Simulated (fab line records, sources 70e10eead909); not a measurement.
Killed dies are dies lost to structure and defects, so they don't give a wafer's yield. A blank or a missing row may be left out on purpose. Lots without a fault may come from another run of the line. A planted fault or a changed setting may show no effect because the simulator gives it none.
fab line records | flow nand_harc
record lots=6 wafers=18 last_day=33
route steps=1302 shown P_STI@85
lots that met no fault: from a run of the same line without faults
start_h: hours from the record's first day to the start of the lot's first wafer shown | wait_h: hours since the lot's step before | " the same as in the row above | L1.1+2: a row that stands for several wafers | - no value, or no start given | * or withheld: withheld | < > ~ a bound
route shown NAME@n: a module of which the file shows steps, and the number in the route of the first | usual: mean/standard deviation of fault-free wafers | same: alike in all rows | chamber/n: place in a boat | sites: the reading at each site | _std_site: their standard deviation | _edge_site: outer sites' mean less inner sites' | radius_mm: how far each site lies from the wafer's centre | mask NAME#n: copy n | behind: the tool/chamber that last shaped the wafer | hold: why the lot was held/for how many hours/how that ended | device: the transistor (n, p or np) that didn't switch | end of line: the same wafers' tests at the end of the route | a step without rows: its recipe alone | killed: dies lost to structure and defects at the first sort, not the wafer's yield | map: a wafer's dies, x killed, . not, _ none there
set.NAME: the setting as run; set.NAME@STEP: as run at that earlier step | model.NAME: the simulator's own value behind a step, which no gauge read
lots at some steps of the route; a table a step, a row a wafer
services: from which hour (start_h, from the record's first day; less than 0 if before it) a tool's chamber was out of use, for how many hours, and why
## steps
# step NHARC_P_STI_INSPECT_11
# usual raw_defect_count=5/3.1
# columns lot.wafer tool chamber start_h wait_h raw_defect_count
L697.1 defect_inspect-02 - 52.77 0.0 9
L697.3 " - " " 8
L697.6 " - " " 9
L701.1 defect_inspect-02 - 94.36 0.0 9
L701.4 " - " " 13
L701.6 " - " " 6
L702.1 defect_inspect-01 - 103.78 0.0 5
L702.2 " - " " 2
L702.4 " - " " 3
L703.2 defect_inspect-01 - 112.72 0.0 6
L703.4 " - " " 2
L703.6 " - " " 7
L717.3 defect_inspect-02 - 255.41 0.0 6
L717.5 " - " " 5
L717.6 " - " " 5
L718.2 defect_inspect-01 - 266.24 0.0 1
L718.4 " - " " 4
L718.5 " - " " 8
# step NHARC_P_STI_HARDBAKE_13
# recipe temp_c=118 time_s=65
# step NHARC_P_STI_DESCUM_14
# recipe time_s=3 o2_flow_sccm=200 ar_flow_sccm=0 bias_power_w=0 chemistry=O2
# usual drypump_motor_current_A=5.69/0.25 oes_product_au=0.999/0.009 rf_vpp_V=57.8/0.85 showerhead_plenum_p_Torr=1.93/0.073 throttle_valve_pct=11.311/0.0093
# columns lot.wafer tool chamber start_h wait_h drypump_motor_current_A oes_product_au rf_hours_counter_h rf_vpp_V showerhead_plenum_p_Torr throttle_valve_pct
L697.3 rie_diel-03 0 52.92 - 5.65 1.012 10 59.5 2.04 11.319
L697.1 " 2 " " 5.97 1.011 10 58.7 2.01 11.321
L697.6 " 0 " " 5.68 1.005 - 58.5 2.04 11.309
L701.4 rie_diel-10 0 94.52 - 5.56 1.007 2 57.6 1.87 11.304
L701.1 " 1 " " 5.84 0.992 1 57.8 1.87 11.306
L701.6 " 2 " " 6.32 0.997 - 57.7 1.80 11.309
L702.1 rie_diel-05 2 103.93 - 5.59 0.997 2 58.0 2.01 11.312
L702.2 " 3 " " 5.41 0.987 2 57.0 1.94 11.321
L702.4 " 0 " " 5.65 1.008 2 57.5 2.00 11.309
L703.4 rie_diel-10 1 112.85 - 5.85 1.007 2 57.7 1.86 11.304
L703.2 " 2 " " 6.30 0.999 2 57.8 1.80 11.305
L703.6 " 2 " " 6.33 0.998 - 57.6 1.80 11.302
L717.3 rie_diel-05 2 255.56 - 5.55 0.994 0 57.6 2.00 11.313
L717.5 " 2 " " 5.56 0.983 - 57.7 2.01 11.310
L717.6 " 0 " " 5.65 1.009 - 60.0 1.99 11.319
L718.2 rie_diel-05 0 266.37 - 5.66 1.007 1 58.3 1.99 11.299
L718.4 " 0 " " 5.65 1.009 - 58.0 2.00 11.304
L718.5 " 2 " " 5.61 0.990 - 58.5 2.00 11.329
# step NHARC_P_STI_ETCH_42
# recipe target_depth_a=800 overetch_a=240 time_s=61 ion_energy_ev=200 n2_flow_sccm=150 h2_flow_sccm=150 ar_flow_sccm=0 rf_w=400 bias_w=150 chemistry=N2/H2
# usual drypump_motor_current_A=5.69/0.24 oes_product_au=1.000/0.0074 rf_vpp_V=431.1/2.3 showerhead_plenum_p_Torr=2.05/0.08 throttle_valve_pct=14.171/0.0095
# columns lot.wafer tool chamber start_h wait_h drypump_motor_current_A oes_product_au rf_hours_counter_h rf_vpp_V showerhead_plenum_p_Torr throttle_valve_pct
L697.3 rie_diel-03 0 53.04 0.1 5.68 0.997 11 435.6 2.18 14.165
L697.1 " 1 " " 5.50 1.002 11 427.9 1.96 14.167
L697.6 " 3 " " 5.62 0.986 - 430.7 2.01 14.154
L701.1 rie_diel-10 3 94.58 0.1 5.56 0.985 1 431.3 2.09 14.167
L701.4 " 2 " " 6.28 0.991 1 426.8 1.91 14.159
L701.6 " 3 " " 5.57 0.993 - 431.4 2.09 14.174
L702.2 rie_diel-05 2 104.00 0.1 5.58 1.007 2 433.3 2.14 14.192
L702.1 " 3 " " 5.39 0.998 2 431.2 2.07 14.177
L702.4 " 0 " " 5.67 0.992 2 432.9 2.13 14.184
L703.2 rie_diel-10 1 112.94 0.1 5.84 0.998 2 426.9 1.99 14.174
L703.4 " 2 " " 6.31 0.995 2 427.7 1.91 14.168
L703.6 " 2 " " 6.30 0.990 - 427.5 1.91 14.175
L717.3 rie_diel-05 2 255.66 0.1 5.54 0.984 0 433.1 2.14 14.167
L717.6 " 1 " " 5.42 0.991 - 431.7 2.04 14.175
L717.5 " 2 " " 5.60 1.001 - 432.9 2.14 14.170
L718.2 rie_diel-05 1 266.48 0.1 5.43 0.997 1 430.0 2.04 14.183
L718.4 " 2 " " 5.59 0.996 - 433.4 2.14 14.168
L718.5 " 0 " " 5.67 1.009 - 433.7 2.13 14.171
# step NHARC_P_STI_ETCH_31
# recipe target_depth_a=1089 time_s=54.5 cf4_flow_sccm=100 chf3_flow_sccm=30 ar_flow_sccm=0 rf_w=500 bias_w=200 chemistry=CF4/CHF3
# usual drypump_motor_current_A=5.69/0.24 oes_product_au=0.955/0.018 rf_vpp_V=371.0/2 showerhead_plenum_p_Torr=1.58/0.057 throttle_valve_pct=16.802/0.0091
# columns lot.wafer tool chamber start_h wait_h drypump_motor_current_A oes_product_au rf_hours_counter_h rf_vpp_V showerhead_plenum_p_Torr throttle_valve_pct
L697.1 rie_diel-03 2 - - 5.98 0.964 10 372.2 1.65 16.810
L697.3 " 3 " " 5.61 0.948 9 370.4 1.55 16.806
L697.6 " 2 " " 5.98 0.964 - 372.9 1.64 16.791
L701.4 rie_diel-10 3 - - 5.58 0.958 1 372.3 1.61 16.811
L701.1 " 0 " " 5.56 0.985 2 369.9 1.54 16.786
L701.6 " 0 " " 5.56 0.980 - 369.4 1.54 16.813
L702.4 rie_diel-05 3 - - 5.38 0.961 2 370.9 1.60 16.800
L702.1 " 0 " " 5.62 0.971 2 372.9 1.64 16.799
L702.2 " 1 " " 5.42 0.965 2 370.5 1.58 16.807
L703.4 rie_diel-10 1 - - 5.83 0.942 2 370.0 1.54 16.806
L703.2 " 3 " " 5.58 0.962 2 372.8 1.61 16.798
L703.6 " 2 " " 6.27 0.945 - 367.9 1.48 16.812
L717.3 rie_diel-05 0 - - 5.64 0.972 0 371.8 1.64 16.795
L717.6 " 2 " " 5.60 0.961 - 372.8 1.64 16.804
L717.5 " 0 " " 5.65 0.960 - 372.4 1.64 16.779
L718.2 rie_diel-05 1 - - 5.43 0.914 1 371.7 1.58 16.786
L718.4 " 1 " " 5.42 0.913 - 370.3 1.58 16.803
L718.5 " 0 " " 5.64 0.924 - 371.9 1.64 16.803
# step NHARC_P_STI_ETCH_15
# recipe target_depth_a=3000 taper_deg=4 time_s=100.1 hbr_flow_sccm=150 cl2_flow_sccm=50 rf_w=400 icp_w=400 bias_w=100 chemistry=HBr/Cl2
# usual drypump_motor_current_A=5.6/0.49 oes_product_au=0.999/0.0073 throttle_valve_pct=26.406/0.0093
# columns lot.wafer tool chamber start_h wait_h drypump_motor_current_A oes_product_au rf_hours_counter_h throttle_valve_pct
L697.1 rie_si-03 3 53.24 - 5.8 1.006 0.0 26.403
L697.3 " 1 " " 5.6 0.999 0.0 26.407
L697.6 " 2 " " 5.2 1.000 - 26.401
L701.4 rie_si-04 0 94.79 - 6.1 0.997 0.6 26.393
L701.1 " 2 " " 6.3 0.996 0.6 26.394
L701.6 " 3 " " 5.5 1.000 - 26.410
L702.4 rie_si-03 0 104.19 - 5.1 0.986 0.3 26.407
L702.2 " 2 " " 5.2 0.997 0.4 26.417
L702.1 " 3 " " 5.8 1.001 0.4 26.405
L703.2 rie_si-01 2 113.20 - 5.7 1.012 0.5 26.416
L703.6 " 3 " " 5.6 0.997 - 26.402
L703.4 " 2 " " 5.7 1.002 - 26.393
L717.3 rie_si-03 0 255.91 - 5.1 1.005 0.2 26.400
L717.6 " 1 " " 5.6 0.998 - 26.404
L717.5 " 2 " " 5.3 1.007 - 26.431
L718.4 rie_si-01 3 266.69 - 5.5 0.993 0.4 26.417
L718.2 " 0 " " 6.4 1.002 0.3 26.405
L718.5 " 3 " " 5.5 0.994 - 26.402
# step NHARC_P_STI_CD_MEAS_16
# usual cd_nm=200.2/1.7
# columns lot.wafer tool chamber start_h wait_h cd_nm
L697.1 cd_sem-01 - 53.39 - 196.8
L697.3 " - " " 198.3
L697.6 " - " " 199.1
L701.1 cd_sem-03 - 94.94 - 200.7
L701.4 " - " " 201.1
L701.6 " - " " 202.2
L702.1 cd_sem-02 - 104.35 - 198.7
L702.2 " - " " 197.0
L702.4 " - " " 201.1
L703.2 cd_sem-03 - 113.36 - 202.5
L703.4 " - " " 204.0
L703.6 " - " " 201.1
L717.3 cd_sem-03 - 256.03 - 199.3
L717.5 " - " " 199.8
L717.6 " - " " 200.5
L718.2 cd_sem-03 - 266.85 - 201.0
L718.4 " - " " 201.5
L718.5 " - " " 201.7
# step NHARC_P_STI_OCD_MEAS_17
# usual trench_depth_nm=300.1/2.7 trench_foot_cd_nm=158.7/1.7
# columns lot.wafer tool chamber start_h wait_h trench_depth_nm trench_foot_cd_nm
L697.1 ocd-02 - 53.47 0.1 303.5 155.2
L697.3 " - " " 301.3 156.4
L697.6 " - " " 301.1 157.7
L701.1 ocd-02 - 95.02 0.1 299.0 159.1
L701.4 " - " " 298.2 159.4
L701.6 " - " " 300.3 159.0
L702.1 ocd-02 - 104.44 0.1 300.3 157.5
L702.2 " - " " 301.9 155.3
L702.4 " - " " 295.8 159.5
L703.2 ocd-01 - 113.44 0.1 302.4 161.6
L703.4 " - " " 297.9 162.7
L703.6 " - " " 296.9 161.3
L717.3 ocd-01 - 256.12 0.1 303.3 158.3
L717.5 " - " " 303.8 157.5
L717.6 " - " " 301.9 159.7
L718.2 ocd-02 - 266.94 0.1 302.7 159.7
L718.4 " - " " 301.6 160.4
L718.5 " - " " 302.4 160.0
# step NHARC_P_STI_STRIP_19
# recipe time_s=900 temp_c=130 chemistry=SPM
# step NHARC_P_STI_PRECLEAN_32
# recipe time_s=* temp_c=50 bath_age_min=0 chemistry=SC1
# step NHARC_P_STI_SRD_23
# step NHARC_P_STI_OCD_MEAS_43
# usual trench_depth_nm=300.1/2.7 trench_foot_cd_nm=158.8/1.6
# columns lot.wafer tool chamber start_h wait_h trench_depth_nm trench_foot_cd_nm
L697.1 ocd-01 - 53.98 - 303.3 155.5
L697.3 " - " " 301.1 156.9
L697.6 " - " " 300.6 157.2
L701.1 ocd-01 - 95.53 - 299.4 158.8
L701.4 " - " " 298.8 159.8
L701.6 " - " " 300.3 159.2
L702.1 ocd-01 - 104.95 - 300.6 157.4
L702.2 " - " " 301.7 155.9
L702.4 " - " " 296.3 159.6
L703.2 ocd-02 - 113.95 - 302.2 161.2
L703.4 " - " " 298.0 163.1
L703.6 " - " " 296.9 161.1
L717.3 ocd-02 - 256.62 - 303.0 157.7
L717.5 " - " " 303.5 158.1
L717.6 " - " " 301.9 159.8
L718.2 ocd-01 - 267.45 - 302.2 159.3
L718.4 " - " " 301.0 160.2
L718.5 " - " " 301.5 160.2
# step NHARC_P_STI_OXIDE_33
# recipe target_thk_a=100 temp_c=1000 ox_time_s=281 material=SiO2
# usual ox_temp_c=1000.0/0.36 ox_time_s=281/0 spike_tc_bottom_C=1016.6/1.8
# columns lot.wafer tool chamber start_h wait_h ox_temp_c ox_time_s spike_tc_bottom_C
L697.1 furnace-06 0 57.67 3.7 1000.6 281 1015.3
L697.3 " 0 " " 1000.3 281 1017.0
L697.6 " 0 " " 1000.7 281 1016.9
L701.1 furnace-02 0 98.72 3.2 999.9 281 1017.2
L701.4 " 0 " " 1000.4 281 1019.4
L701.6 " 0 " " 1000.2 281 1019.0
L702.1 furnace-02 - 109.12 4.2 - - -
L702.2 " - " " - - -
L702.4 " - " " - - -
L703.2 furnace-02 - 117.14 3.2 - - -
L703.4 " - " " - - -
L703.6 " - " " - - -
L717.3 furnace-06 0 261.37 4.7 1000.0 281 1018.0
L717.5 " 0 " " 1000.3 281 1017.6
L717.6 " 0 " " 1000.2 281 1017.4
L718.2 furnace-05 0 271.23 3.8 1000.5 281 1013.9
L718.4 " 0 " " 1000.7 281 1014.2
L718.5 " 0 " " 1000.0 281 1014.3
# step NHARC_P_STI_HDPCVD_20
# recipe target_thk_a=withheld sigma_open_frac=withheld material=SiO2
## services
# columns tool chamber start_h hours kind
rie_si-03 - 44.00 9.0 pm
rie_diel-05 - 52.60 9.0 pm
rie_diel-03 1 59.68 46.4 repair
rie_diel-10 - 65.50 9.0 pm
rie_si-03 - 69.26 1.0 repair
rie_diel-03 - 104.30 9.0 pm
rie_diel-10 - 107.16 0.9 repair
rie_diel-10 - 120.93 0.2 repair
rie_diel-03 - 128.80 2.1 repair
rie_diel-10 0 142.94 3.3 repair
rie_diel-03 0 146.02 2.5 repair
rie_si-03 2 151.95 41.7 repair
rie_diel-03 0 152.10 5.1 repair
rie_si-03 1 162.50 3.4 repair
rie_diel-03 0 172.44 2.6 repair
rie_diel-05 3 198.93 132.0 repair
rie_si-03 - 221.00 9.0 pm
rie_diel-03 0 228.52 3.2 repair
rie_diel-05 - 229.60 9.0 pm
rie_diel-10 - 242.50 9.0 pm
rie_si-03 1 242.95 8.6 repair
rie_si-03 - 259.11 0.3 repair
rie_si-03 2 262.64 1.4 repair
rie_diel-05 1 271.05 21.7 repair
## key
first_sign step=NHARC_P_STI_OXIDE_33 reading=tool_record direction=missing
effect none on later readings
met_at NHARC_P_STI_OXIDE_33
struck_wafers L702.1,L702.2,L702.4,L703.2,L703.4,L703.6
later_rows_left_out L702.1,L702.2,L702.4,L703.2,L703.4,L703.6
sort_left_out L702.1,L702.2,L702.4,L703.2,L703.4,L703.6
tester_left_out L702,L703
onset_between 98.72 109.12
fault kind=skipped_step_whole tool=furnace-02 chamber=- onset_h=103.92 steps=NHARC_P_STI_OXIDE_33 scope=struck_lots_only
# tester_left_out: of these lots the tester's yield and bins aren't shown, on N5 and GAA mostly nor the transistor test; their killed dies are dies lost to structure and defects alone, not to doping, threshold or leakage, so they don't give the yield
# sort_left_out: the simulated sort isn't trusted on such a fault, so these wafers' sort isn't shown, and their yield isn't known
# later_rows_left_out: the simulator's readings of these wafers behind a module that went badly wrong aren't trusted and aren't shown, but for the sort
